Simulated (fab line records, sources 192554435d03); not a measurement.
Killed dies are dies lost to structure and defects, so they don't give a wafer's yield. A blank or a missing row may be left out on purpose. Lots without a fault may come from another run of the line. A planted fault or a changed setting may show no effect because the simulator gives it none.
Chamber matching | flow n5_finfet | N5_BEOL_M2_ALD_84 on ald_metal-01: 4 sister chambers
The step deposits TaN, pulse time 2 s, purge time 3 s, co reactant purge time 2 s. 8 wafers are shown with their chamber, then 8 later ones without.

WAFERS WITH THEIR CHAMBER
wafer  | chamber | heater_power_w (W) | mfc_carrier_sccm (sccm)
L085.3 | 3       | 403                | 1504
L086.4 | 3       | 397                | 1501
L089.1 | 2       | 452                | 1499
L089.3 | 1       | 453                | 1497
L089.5 | 2       | 450                | 1497
L092.4 | 1       | 448                | 1502
L092.5 | 0       | 429                | 1497
L093.1 | 0       | 431                | 1507

WAFERS WITHOUT THEIR CHAMBER
wafer  | heater_power_w (W) | mfc_carrier_sccm (sccm)
L093.3 | 437                | 1506
L093.5 | 448                | 1500
L094.1 | 423                | 1501
L094.2 | 461                | 1492
L094.5 | 434                | 1501
L096.3 | 435                | 1506
L096.5 | 459                | 1495
L096.6 | 428                | 1497

WHICH CHAMBER EACH WENT THROUGH
wafer  | from the rows above     | in truth
L093.3 | 0                       | 0
L093.5 | can't be placed: 1 or 2 | 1
L094.1 | 0                       | 0
L094.2 | can't be placed: 2 or 1 | 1
L094.5 | 0                       | 0
L096.3 | 0                       | 0
L096.5 | can't be placed: 2 or 1 | 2
L096.6 | 0                       | 0
Placed correctly: 5 of 8. Can't be placed from these rows: 3 (the true chamber is among the candidates in 3). Placed wrongly: 0.
How it was worked out, from the rows above alone: a wafer's distance from a chamber is the root of the sum, over the readings, of the square of ((its reading less the chamber's mean) divided by the reading's scatter). The wafer belongs to the nearest chamber; if the next one is less than 2 further off, it can't be placed. A chamber's mean is the mean of its shown wafers. The scatter: the root of (the sum of the squares of (reading less its chamber's mean) over the shown wafers, divided by (wafers less chambers)).
